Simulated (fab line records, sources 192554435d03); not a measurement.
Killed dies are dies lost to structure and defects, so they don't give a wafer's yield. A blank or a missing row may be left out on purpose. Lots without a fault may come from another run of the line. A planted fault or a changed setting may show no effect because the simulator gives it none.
Chamber matching | flow n5_finfet | N5_SDB_HM_DEP_00 on pecvd-02: 3 sister chambers
The step deposits SiNx from SiH4/NH3/N2, target thk 40 nm, time 35.3 s. 3 wafers are shown with their chamber, then 8 later ones without.

WAFERS WITH THEIR CHAMBER
wafer  | chamber | throttle_valve_pct (%)
L088.6 | 1       | 40.8
L090.6 | 2       | 38.7
L091.2 | 0       | 43.5

WAFERS WITHOUT THEIR CHAMBER
wafer  | throttle_valve_pct (%)
L091.3 | 41.1
L091.5 | 38.7
L094.2 | 40.9
L094.4 | 41.1
L094.6 | 38.9
L095.1 | 41.2
L095.3 | 38.8
L095.5 | 43.6

WHICH CHAMBER EACH WENT THROUGH
wafer  | from the rows above | in truth
L091.3 | 1                   | 1
L091.5 | 2                   | 2
L094.2 | 1                   | 1
L094.4 | 1                   | 1
L094.6 | 2                   | 2
L095.1 | 1                   | 1
L095.3 | 2                   | 2
L095.5 | 0                   | 0
Placed correctly: 8 of 8. Can't be placed from these rows: 0. Placed wrongly: 0.
How it was worked out, from the rows above alone: a wafer's distance from a chamber is the root of the sum, over the readings, of the square of ((its reading less the chamber's mean) divided by the reading's scatter). The wafer belongs to the nearest chamber; if the next one is less than 2 further off, it can't be placed. A chamber's mean is the mean of its shown wafers. The scatter: with one shown wafer a chamber, the root of the mean of the squares of how far each hidden wafer lies from its nearest shown one.
